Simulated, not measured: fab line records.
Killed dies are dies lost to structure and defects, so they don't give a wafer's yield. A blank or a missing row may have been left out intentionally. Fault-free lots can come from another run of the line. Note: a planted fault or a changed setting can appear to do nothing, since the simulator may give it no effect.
fab line records :: flow nandHarc
record:
  lots: 5
  wafers: 15
  lastDay: 33
route steps=1302 shown P_ZERO_WELL@29 END@1302
lots that met no fault: taken from a fault-free run of the same line
startH: hours from the record's first day to the start of the lot's first wafer shown :: waitH: hours from the lot's prior step to this one :: " same as the row above :: L1.1+2: a row that stands for several wafers :: - no value, or no start given :: * or withheld: withheld :: < > ~ a bound
route shown NAME@n: a module of which the file shows steps, and the number in the route of the first :: usual: mean and standard deviation over wafers with no fault :: same: alike in all rows :: chamber/n: place in a boat :: sites: per-site readings :: _std_site: the values' standard deviation :: _edge_site: outer sites' mean less inner sites' :: radiusMm: how far each site lies from the wafer's centre :: mask NAME#n: copy n :: behind: the most recent tool/chamber to have shaped the wafer :: hold: cause of the lot's hold/its duration in hours/its outcome :: device: transistor that didn't switch, given as n, p or np :: end of line: the same wafers' tests at the end of the route :: for a step that has no rows: nothing shown but its recipe :: killed: at the first sort, the dies lost to defects and structure; wafer yield is something else :: map: dies across one wafer; x = killed, . = not, _ = none there
set.NAME: the run value of the setting; set.NAME@STEP: its run value at that earlier step :: model.NAME: the simulator's own value behind a step, which no gauge read
certain route steps with their lots: each step a table, each wafer a row
services: when a tool's chamber went out of use (startH, in hours from the record's first day, below 0 if earlier), for how many hours, and the reason
== steps ==
step: NHARC_P_ZERO_WELL_CD_MEAS_24
recipe:
  targetCdNm: 720
  landingEnergyEv: 500
usual:
  cdNm: 719.9/2
lot.wafer: L820.1
tool: cdSem-03
chamber: 0
startH: 32.58
waitH: -
cdNm: 718.2

lot.wafer: L820.4
tool: cdSem-03
chamber: 0
startH: 32.58
waitH: -
cdNm: 720.1

lot.wafer: L820.6
tool: cdSem-03
chamber: 0
startH: 32.58
waitH: -
cdNm: 718.1

lot.wafer: L830.1
tool: cdSem-01
chamber: 0
startH: 132.77
waitH: -
cdNm: 721.0

lot.wafer: L830.4
tool: cdSem-01
chamber: 0
startH: 132.77
waitH: -
cdNm: 721.2

lot.wafer: L830.6
tool: cdSem-01
chamber: 0
startH: 132.77
waitH: -
cdNm: 721.7

lot.wafer: L838.2
tool: cdSem-01
chamber: 0
startH: 212.64
waitH: -
cdNm: 722.8

lot.wafer: L838.3
tool: cdSem-01
chamber: 0
startH: 212.64
waitH: -
cdNm: 718.5

lot.wafer: L838.4
tool: cdSem-01
chamber: 0
startH: 212.64
waitH: -
cdNm: 716.9

lot.wafer: L841.1
tool: cdSem-01
chamber: 0
startH: 242.58
waitH: -
cdNm: 719.6

lot.wafer: L841.3
tool: cdSem-01
chamber: 0
startH: 242.58
waitH: -
cdNm: 718.7

lot.wafer: L841.6
tool: cdSem-01
chamber: 0
startH: 242.58
waitH: -
cdNm: 717.5

lot.wafer: L842.2
tool: cdSem-03
chamber: 0
startH: 252.46
waitH: -
cdNm: 720.7

lot.wafer: L842.4
tool: cdSem-03
chamber: 0
startH: 252.46
waitH: -
cdNm: 719.1

lot.wafer: L842.6
tool: cdSem-03
chamber: 0
startH: 252.46
waitH: -
cdNm: 719.9
step: NHARC_P_ZERO_WELL_HARDBAKE_25
recipe:
  tempC: 125
  timeS: 80
step: NHARC_P_ZERO_WELL_DESCUM_26
recipe:
  timeS: 3
  o2FlowSccm: 200
  arFlowSccm: 0
  biasPowerW: 0
  chemistry: O2
usual:
  drypumpMotorCurrentA: 5.8/0.43
  oesProductAu: 1.003/0.011
  rfVppV: 57.8/0.88
  showerheadPlenumPTorr: 1.90/0.071
  throttleValvePct: 11.311/0.01
lot.wafer: L820.1
tool: rieDiel-10
chamber: 1
startH: 32.75
waitH: -
drypumpMotorCurrentA: 6.1
oesProductAu: 1.010
rfHoursCounterH: 36
rfVppV: 58.4
showerheadPlenumPTorr: 1.90
throttleValvePct: 11.310

lot.wafer: L820.4
tool: rieDiel-10
chamber: 2
startH: 32.75
waitH: -
drypumpMotorCurrentA: 5.5
oesProductAu: 1.014
rfHoursCounterH: 37
rfVppV: 57.6
showerheadPlenumPTorr: 1.81
throttleValvePct: 11.301

lot.wafer: L820.6
tool: rieDiel-10
chamber: 0
startH: 32.75
waitH: -
drypumpMotorCurrentA: 6.3
oesProductAu: 0.999
rfHoursCounterH: -
rfVppV: 58.6
showerheadPlenumPTorr: 1.93
throttleValvePct: 11.312

lot.wafer: L830.4
tool: rieDiel-07
chamber: 3
startH: 132.93
waitH: -
drypumpMotorCurrentA: 6.1
oesProductAu: 1.020
rfHoursCounterH: 1
rfVppV: 57.1
showerheadPlenumPTorr: 1.91
throttleValvePct: 11.305

lot.wafer: L830.1
tool: rieDiel-07
chamber: 0
startH: 132.93
waitH: -
drypumpMotorCurrentA: 5.1
oesProductAu: 1.003
rfHoursCounterH: 1
rfVppV: 56.5
showerheadPlenumPTorr: 1.90
throttleValvePct: 11.320

lot.wafer: L830.6
tool: rieDiel-07
chamber: 0
startH: 132.93
waitH: -
drypumpMotorCurrentA: 5.1
oesProductAu: 1.008
rfHoursCounterH: -
rfVppV: 57.9
showerheadPlenumPTorr: 1.90
throttleValvePct: 11.320

lot.wafer: L838.4
tool: rieDiel-11
chamber: 1
startH: 212.81
waitH: -
drypumpMotorCurrentA: 6.4
oesProductAu: 1.006
rfHoursCounterH: 48
rfVppV: 57.0
showerheadPlenumPTorr: 1.98
throttleValvePct: 11.321

lot.wafer: L838.3
tool: rieDiel-11
chamber: 2
startH: 212.81
waitH: -
drypumpMotorCurrentA: 5.6
oesProductAu: 1.009
rfHoursCounterH: 42
rfVppV: 58.0
showerheadPlenumPTorr: 1.85
throttleValvePct: 11.313

lot.wafer: L838.2
tool: rieDiel-11
chamber: 3
startH: 212.81
waitH: -
drypumpMotorCurrentA: 6.3
oesProductAu: 1.005
rfHoursCounterH: 40
rfVppV: 59.1
showerheadPlenumPTorr: 1.99
throttleValvePct: 11.295

lot.wafer: L841.1
tool: rieDiel-07
chamber: 0
startH: 242.77
waitH: -
drypumpMotorCurrentA: 5.1
oesProductAu: 1.000
rfHoursCounterH: 34
rfVppV: 57.9
showerheadPlenumPTorr: 1.89
throttleValvePct: 11.302

lot.wafer: L841.3
tool: rieDiel-07
chamber: 1
startH: 242.77
waitH: -
drypumpMotorCurrentA: 6.3
oesProductAu: 0.993
rfHoursCounterH: 31
rfVppV: 58.3
showerheadPlenumPTorr: 1.94
throttleValvePct: 11.322

lot.wafer: L841.6
tool: rieDiel-07
chamber: 3
startH: 242.77
waitH: -
drypumpMotorCurrentA: 6.0
oesProductAu: 1.002
rfHoursCounterH: -
rfVppV: 57.5
showerheadPlenumPTorr: 1.90
throttleValvePct: 11.322

lot.wafer: L842.2
tool: rieDiel-07
chamber: 2
startH: 252.94
waitH: -
drypumpMotorCurrentA: 5.7
oesProductAu: 0.978
rfHoursCounterH: 36
rfVppV: 56.2
showerheadPlenumPTorr: 1.80
throttleValvePct: 11.308

lot.wafer: L842.4
tool: rieDiel-07
chamber: 3
startH: 252.94
waitH: -
drypumpMotorCurrentA: 6.0
oesProductAu: 1.002
rfHoursCounterH: 35
rfVppV: 56.7
showerheadPlenumPTorr: 1.90
throttleValvePct: 11.311

lot.wafer: L842.6
tool: rieDiel-07
chamber: 2
startH: 252.94
waitH: -
drypumpMotorCurrentA: 5.7
oesProductAu: 0.967
rfHoursCounterH: -
rfVppV: 56.2
showerheadPlenumPTorr: 1.80
throttleValvePct: 11.298
step: NHARC_P_ZERO_WELL_IMPLANT_27
recipe:
  energyKev: 600
  doseCm2: 1e+13
  tiltDeg: 7
step: NHARC_P_ZERO_WELL_IMPLANT_57
recipe:
  energyKev: 250
  doseCm2: 4e+12
  tiltDeg: 7
step: NHARC_P_ZERO_WELL_IMPLANT_58
recipe:
  energyKev: 100
  doseCm2: 2e+12
  tiltDeg: 7
step: NHARC_P_ZERO_WELL_STRIP_28
recipe:
  timeS: 840
  tempC: 130
  chemistry: SPM
step: NHARC_P_ZERO_WELL_DEHYDRATE_29
recipe:
  tempC: 150
  timeS: 120
step: NHARC_P_ZERO_WELL_HMDS_30
recipe:
  timeS: 30
step: NHARC_P_ZERO_WELL_COAT_31
recipe:
  spinRpm: withheld
step: NHARC_P_ZERO_WELL_SOFTBAKE_32
recipe:
  tempC: 122
  timeS: 95
step: NHARC_P_ZERO_WELL_EBR_33
step: NHARC_P_ZERO_WELL_EXPOSE_34
recipe:
  na: 0.6
  targetCdNm: 720
  doseMj: 22.31
  maskId: P_PWELL
lot.wafer: L820.1+4+6
tool: krfScanner-02
chamber: 0
startH: 34.06
waitH: -
mask: P_PWELL#0

lot.wafer: L830.1+4+6
tool: krfScanner-03
chamber: 0
startH: 134.12
waitH: -
mask: P_PWELL_R1#0

lot.wafer: L838.2+3+4
tool: krfScanner-04
chamber: 0
startH: 214.12
waitH: -
mask: P_PWELL#0

lot.wafer: L841.1+3+6
tool: krfScanner-03
chamber: 0
startH: 244.07
waitH: -
mask: P_PWELL#0

lot.wafer: L842.2+4+6
tool: krfScanner-03
chamber: 0
startH: 254.15
waitH: -
mask: P_PWELL#0
step: NHARC_P_ZERO_WELL_PEB_35
recipe:
  pebTempC: 118
  pebTimeS: 85
step: NHARC_P_ZERO_WELL_DEVELOP_36
recipe:
  timeS: 70
step: NHARC_P_ZERO_WELL_CD_MEAS_37
recipe:
  targetCdNm: 720
  landingEnergyEv: 500
usual:
  cdNm: 720.1/2.1
lot.wafer: L820.1
tool: cdSem-02
chamber: 0
startH: 34.21
waitH: -
cdNm: 719.7

lot.wafer: L820.4
tool: cdSem-02
chamber: 0
startH: 34.21
waitH: -
cdNm: 720.4

lot.wafer: L820.6
tool: cdSem-02
chamber: 0
startH: 34.21
waitH: -
cdNm: 718.9

lot.wafer: L830.1
tool: cdSem-01
chamber: 0
startH: 134.28
waitH: -
cdNm: 677.8

lot.wafer: L830.4
tool: cdSem-01
chamber: 0
startH: 134.28
waitH: -
cdNm: 679.7

lot.wafer: L830.6
tool: cdSem-01
chamber: 0
startH: 134.28
waitH: -
cdNm: 679.0

lot.wafer: L838.2
tool: cdSem-01
chamber: 0
startH: 214.27
waitH: -
cdNm: 716.8

lot.wafer: L838.3
tool: cdSem-01
chamber: 0
startH: 214.27
waitH: -
cdNm: 717.7

lot.wafer: L838.4
tool: cdSem-01
chamber: 0
startH: 214.27
waitH: -
cdNm: 718.9

lot.wafer: L841.1
tool: cdSem-02
chamber: 0
startH: 244.23
waitH: -
cdNm: 717.5

lot.wafer: L841.3
tool: cdSem-02
chamber: 0
startH: 244.23
waitH: -
cdNm: 719.1

lot.wafer: L841.6
tool: cdSem-02
chamber: 0
startH: 244.23
waitH: -
cdNm: 719.5

lot.wafer: L842.2
tool: cdSem-02
chamber: 0
startH: 254.30
waitH: -
cdNm: 720.5

lot.wafer: L842.4
tool: cdSem-02
chamber: 0
startH: 254.30
waitH: -
cdNm: 719.0

lot.wafer: L842.6
tool: cdSem-02
chamber: 0
startH: 254.30
waitH: -
cdNm: 721.1
step: NHARC_P_ZERO_WELL_HARDBAKE_38
recipe:
  tempC: 125
  timeS: 80
step: NHARC_END_SORT_01
recipe:
  tempC: 25
usual:
  killedAtArray: 53/20
  killedAtOther: 1/1.2
  killedAtPeriphery: 3.7/2.6
  killedDies: 58/20
  killedOpen: 3.5/1.8
  killedShort: 2.4/1.7
same:
  grossDies: 677
lot.wafer: L820.1
tool: prober-01
chamber: 0
startH: 563.65
waitH: 2.5
killedAtArray: 27
killedAtOther: 1
killedAtPeriphery: 2
killedDies: 30
killedOpen: 4
killedShort: 1

lot.wafer: L820.4
tool: prober-01
chamber: 0
startH: 566.06
waitH: 3.4
killedAtArray: 35
killedAtOther: 0
killedAtPeriphery: 2
killedDies: 37
killedOpen: 4
killedShort: 0

lot.wafer: L820.6
tool: prober-01
chamber: 0
startH: 567.66
waitH: 4.0
killedAtArray: 34
killedAtOther: 2
killedAtPeriphery: 2
killedDies: 38
killedOpen: 3
killedShort: 1

lot.wafer: L830.1
tool: prober-02
chamber: 0
startH: 676.18
waitH: 2.5
killedAtArray: 69
killedAtOther: 2
killedAtPeriphery: 11
killedDies: 82
killedOpen: 5
killedShort: 0

lot.wafer: L842.4
tool: prober-01
chamber: 0
startH: 775.85
waitH: 3.4
killedAtArray: 41
killedAtOther: 0
killedAtPeriphery: 7
killedDies: 48
killedOpen: 4
killedShort: 2

lot.wafer: L842.6
tool: prober-01
chamber: 0
startH: 777.46
waitH: 4.0
killedAtArray: 65
killedAtOther: 0
killedAtPeriphery: 8
killedDies: 73
killedOpen: 7
killedShort: 2

lot.wafer: L841.1
tool: prober-02
chamber: 0
startH: 791.48
waitH: 2.5
killedAtArray: 50
killedAtOther: 0
killedAtPeriphery: 5
killedDies: 55
killedOpen: 5
killedShort: 3

lot.wafer: L841.3
tool: prober-02
chamber: 0
startH: 793.08
waitH: 3.1
killedAtArray: 52
killedAtOther: 0
killedAtPeriphery: 3
killedDies: 55
killedOpen: 5
killedShort: 1

lot.wafer: L841.6
tool: prober-02
chamber: 0
startH: 795.49
waitH: 4.0
killedAtArray: 55
killedAtOther: 0
killedAtPeriphery: 2
killedDies: 57
killedOpen: 2
killedShort: 2
killed by level:class
L820.1 A_SLIT:chamberFilmFlake=8 A_STAIRCASE:chamberFilmFlake=5 A_WL_FILL:chamberFilmFlake=4 A_CONTACT:chamberFilmFlake=4 P_CONTACT:geometricParticle:open=1 A_SOURCE_PLATE:geometricParticle:open=1 A_CHANNEL_FILL_D2:geometricParticle:open=1 A_CHANNEL_FILL_D2:geometricParticle:short=1
L820.4 A_SLIT:chamberFilmFlake=11 A_CHANNEL_HOLE_D2:chamberFilmFlake=8 A_CONTACT:chamberFilmFlake=5 A_STAIRCASE:chamberFilmFlake=3 A_CHANNEL_FILL_D1:geometricParticle:open=2 P_CONTACT:geometricParticle:open=1 A_ONON_D2:geometricParticle:open=1 P_GATE:chamberFilmFlake=1
L820.6 A_CONTACT:chamberFilmFlake=8 A_CHANNEL_HOLE_D2:chamberFilmFlake=7 A_SLIT:chamberFilmFlake=7 A_WL_FILL:chamberFilmFlake=4 A_M0:geometricParticle:open=2 P_ZERO_WELL:chamberFilmFlake=2 THIN_TSV:chamberFilmFlake=2 A_ONON_D1:geometricParticle:short=1
L830.1 A_CHANNEL_HOLE_D1:chamberFilmFlake=36 A_CHANNEL_HOLE_D2:chamberFilmFlake=19 P_GATE:chamberFilmFlake=5 A_SLIT:chamberFilmFlake=5 P_BONDPAD:chamberFilmFlake=4 A_STAIRCASE:chamberFilmFlake=4 P_CONTACT:geometricParticle:open=1 A_SOURCE_PLATE:geometricParticle:open=1
L842.4 A_CHANNEL_HOLE_D2:chamberFilmFlake=12 A_SLIT:chamberFilmFlake=8 A_CHANNEL_HOLE_D1:chamberFilmFlake=5 A_CONTACT:chamberFilmFlake=3 P_GATE:chamberFilmFlake=3 A_M0:chamberFilmFlake=3 P_BONDPAD:chamberFilmFlake=2 A_CHANNEL_FILL_D1:chamberFilmFlake=2
L842.6 A_CHANNEL_HOLE_D2:chamberFilmFlake=17 A_CHANNEL_HOLE_D1:chamberFilmFlake=17 A_SLIT:chamberFilmFlake=10 A_STAIRCASE:chamberFilmFlake=6 P_GATE:chamberFilmFlake=4 A_CONTACT:chamberFilmFlake=4 A_CHANNEL_FILL_D2:geometricParticle:open=3 A_ONON_D1:geometricParticle:short=2
L841.1 A_CHANNEL_HOLE_D2:chamberFilmFlake=20 A_SLIT:chamberFilmFlake=19 P_GATE:chamberFilmFlake=5 A_CHANNEL_FILL_D2:geometricParticle:open=2 A_M0:geometricParticle:open=2 A_STAIRCASE:chamberFilmFlake=2 A_CHANNEL_FILL_D1:geometricParticle:short=1 A_SGD_CUT:geometricParticle:open=1
L841.3 A_SLIT:chamberFilmFlake=21 A_CHANNEL_HOLE_D2:chamberFilmFlake=18 A_M1:chamberFilmFlake=3 A_CHANNEL_FILL_D1:geometricParticle:open=2 A_ZERO_WELL:chamberFilmFlake=2 A_STAIRCASE:chamberFilmFlake=2 P_M0:geometricParticle:open=1 P_M2:geometricParticle:open=1
L841.6 A_CHANNEL_HOLE_D2:chamberFilmFlake=29 A_SLIT:chamberFilmFlake=15 A_ZERO_WELL:chamberFilmFlake=3 A_M1:chamberFilmFlake=3 A_BLC:geometricParticle:open=2 P_M0:geometricParticle:short=1 A_DECK1_JOINT:geometricParticle:short=1 P_ZERO_WELL:chamberFilmFlake=1
== services ==
tool: rieDiel-10
chamber: 3
startH: 9.03
hours: 1.5
kind: repair

tool: krfScanner-04
chamber: -
startH: 10.00
hours: 4.0
kind: pm

tool: rieDiel-07
chamber: 0
startH: 22.78
hours: -
kind: clean

tool: rieDiel-07
chamber: 1
startH: 22.78
hours: -
kind: clean

tool: rieDiel-07
chamber: 2
startH: 22.78
hours: -
kind: clean

tool: rieDiel-07
chamber: 3
startH: 22.78
hours: -
kind: clean

tool: rieDiel-07
chamber: 0
startH: 47.28
hours: -
kind: clean

tool: krfScanner-03
chamber: -
startH: 52.00
hours: 4.0
kind: pm

tool: krfScanner-04
chamber: -
startH: 52.65
hours: 6.1
kind: repair

tool: rieDiel-10
chamber: -
startH: 71.53
hours: 9.0
kind: pm

tool: rieDiel-11
chamber: -
startH: 79.93
hours: 9.0
kind: pm

tool: krfScanner-04
chamber: -
startH: 80.15
hours: 4.2
kind: repair

tool: krfScanner-02
chamber: -
startH: 94.00
hours: 4.0
kind: pm

tool: krfScanner-03
chamber: -
startH: 107.34
hours: 0.8
kind: repair

tool: krfScanner-02
chamber: -
startH: 112.61
hours: 0.4
kind: repair

tool: rieDiel-11
chamber: -
startH: 117.97
hours: 0.4
kind: repair

tool: rieDiel-07
chamber: -
startH: 118.04
hours: 9.0
kind: pm

tool: krfScanner-03
chamber: -
startH: 175.77
hours: 4.2
kind: repair

tool: krfScanner-04
chamber: -
startH: 182.00
hours: 4.0
kind: pm

tool: rieDiel-10
chamber: -
startH: 186.86
hours: 0.5
kind: repair

tool: krfScanner-04
chamber: -
startH: 216.87
hours: 0.7
kind: repair

tool: rieDiel-07
chamber: 1
startH: 221.90
hours: 10.4
kind: repair

tool: krfScanner-03
chamber: -
startH: 224.00
hours: 4.0
kind: pm

tool: rieDiel-10
chamber: -
startH: 248.53
hours: 9.0
kind: pm
== key ==
firstSign:
  step: NHARC_P_ZERO_WELL_EXPOSE_34
  reading: mask
  direction: changed
effect:
  step: NHARC_P_ZERO_WELL_CD_MEAS_37
  reading: cdNm
  direction: down
  sigmas: 20
  usual: 720.1
  struck: 678.9
metAt NHARC_P_ZERO_WELL_EXPOSE_34
struckWafers L830.1,L830.4,L830.6
testerLeftOut L830
fault:
  kind: wrongMask
  tool: any
  chamber: -
  onsetH: 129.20
  steps: NHARC_P_ZERO_WELL_EXPOSE_34
  auxCopy: P_PWELL_R1#0
  cdOffsetNm: -39.099
  scope: struckLotsOnly
testerLeftOut: of these lots the tester's yield and bins aren't shown, on N5 and GAA mostly nor the transistor test; their killed dies are dies lost to structure and defects alone, not to doping, threshold or leakage, so they don't give the yield
